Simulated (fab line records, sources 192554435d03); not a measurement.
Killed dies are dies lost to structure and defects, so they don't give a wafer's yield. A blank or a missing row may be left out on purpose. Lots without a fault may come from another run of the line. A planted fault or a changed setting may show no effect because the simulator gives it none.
Split-lot experiment | flow n5_finfet | 7 lots, 21 wafers read, on a route of 1938 steps

THE SPLIT
At N5_BEOL_M0_SAQP_EXPOSE_37 (exposes mask M0 CUT1, target cd 30 nm), the setting dose_mj was moved away from the recipe's 44.75 on 6 of the 21 wafers read, by -7.4% to +6.5%. The other wafers ran this setting at the recipe's value.

FROM THE SPLIT TO THE READING: what the file shows between them, 2 steps
- N5_BEOL_M0_SAQP_PEB_38: peb time 60 s
- N5_BEOL_M0_SAQP_DEVELOP_39: develop time 30 s

THE READING
cd_nm, in nm, at N5_BEOL_M0_SAQP_CD_MEAS_40 (target cd 30 nm). Fault-free wafers of this fab line usually give 29.98 nm, standard deviation 0.21 nm.

wafer  | tool, chamber at the split | dose_mj as run | against the recipe | cd_nm, nm | against lot-mates on the recipe
L074.2 | euv_scanner-01, 0          | 47.67          | +6.5%              | 31.29     | +1.36
L074.4 | euv_scanner-01, 0          | 47.67          | +6.5%              | 31.50     | +1.57
L074.5 | euv_scanner-01, 0          | 44.75          | recipe             | 29.93     | -
L076.1 | euv_scanner-02, 0          | 44.75          | recipe             | 29.82     | -
L076.2 | euv_scanner-02, 0          | 44.75          | recipe             | 29.92     | -
L076.6 | euv_scanner-02, 0          | 44.75          | recipe             | 30.02     | -
L077.2 | euv_scanner-01, 0          | 44.75          | recipe             | 29.94     | -
L077.4 | euv_scanner-01, 0          | 44.75          | recipe             | 30.28     | -
L077.6 | euv_scanner-01, 0          | 44.75          | recipe             | 30.05     | -
L082.2 | euv_scanner-02, 0          | 41.53          | -7.2%              | 28.02     | -1.79
L082.3 | euv_scanner-02, 0          | 44.75          | recipe             | 29.77     | -
L082.4 | euv_scanner-02, 0          | 44.75          | recipe             | 29.85     | -
L083.1 | euv_scanner-01, 0          | 44.75          | recipe             | 30.46     | -
L083.3 | euv_scanner-01, 0          | 45.65          | +2.0%              | 30.59     | +0.13
L083.4 | euv_scanner-01, 0          | 45.65          | +2.0%              | 30.50     | +0.04
L090.1 | euv_scanner-02, 0          | 44.75          | recipe             | 30.04     | -
L090.2 | euv_scanner-02, 0          | 41.46          | -7.4%              | 28.51     | -1.45
L090.6 | euv_scanner-02, 0          | 44.75          | recipe             | 29.88     | -
L095.1 | euv_scanner-01, 0          | 44.75          | recipe             | 29.96     | -
L095.4 | euv_scanner-01, 0          | 44.75          | recipe             | 29.41     | -
L095.6 | euv_scanner-01, 0          | 44.75          | recipe             | 29.90     | -

THE FIT
A straight line over all 21 wafers: cd_nm changes by +0.23 nm for each +1% of dose_mj; r = +0.96; the points scatter about the line by 0.22 nm.
The same after taking each lot's own level away (the mean of its wafers on the recipe; 21 wafers): +0.216 nm for each +1%; r = +0.97; scatter 0.18 nm.
On that fit, the largest move of dose_mj shifts the reading by 1.6 nm.
The lots' own levels span 29.757 to 30.460 nm, that is 3.3 times the standard deviation above.
So the lot-to-lot level changes the slope little: the two slopes agree.
Check: with one of the wafers moved furthest among these (-7.4%) left out of the fit, the line predicts -1.71 nm for it against its lot-mates. It came out at -1.45 nm against them.

OTHER SPLITS ON THESE WAFERS
These wafers also went through other splits before the reading. Each is held against what the fit with the lots' levels taken away leaves over:
other split on the same wafers           | wafers away from the commonest value | r with cd_nm (lot level and that fit taken away)
N5_MOL_CONTACT_COAG_PECVD_31 temp_c      | 5                                    | +0.31
N5_MOL_CONTACT_COAG_ETCH_124 source_w    | 7                                    | -0.02
N5_MOL_CONTACT_COAG_CVD_140 target_thk_a | 8                                    | +0.14

THE WHOLE CHAIN: every reading that the file lists as answering this split, in the file's order
step                        | what it does                                                           | reading                                                             | change (the file's fit)               | r (the file's)
N5_BEOL_M0_SAQP_CD_MEAS_40  | target cd 30 nm                                                        | cd_nm                                                               | +0.218 nm for each +1% of the setting | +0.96
N5_BEOL_M0_SAQP_DESCUM_45   | chemistry O2, time 7 s                                                 | BEOL_M0_SAQP.cd_nm (the simulator's own value, which no gauge read) | +0.222 nm for each +1% of the setting | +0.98
N5_BEOL_M0_SAQP_CUT_ETCH_46 | etches SOC in N2/H2, target depth 135 nm, overetch 27 nm, time 202.5 s | BEOL_M0_SAQP.cd_nm (the simulator's own value, which no gauge read) | +0.215 nm for each +1% of the setting | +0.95
N5_BEOL_M0_SAQP_ETCH_49     | etches SiO2 in CF4/O2, target depth 37 nm                              | BEOL_M0_SAQP.cd_nm (the simulator's own value, which no gauge read) | +0.229 nm for each +1% of the setting | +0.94

THE FILE'S OWN FIT
cd_nm changes by +0.218 nm for each +1% of dose_mj, r = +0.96.
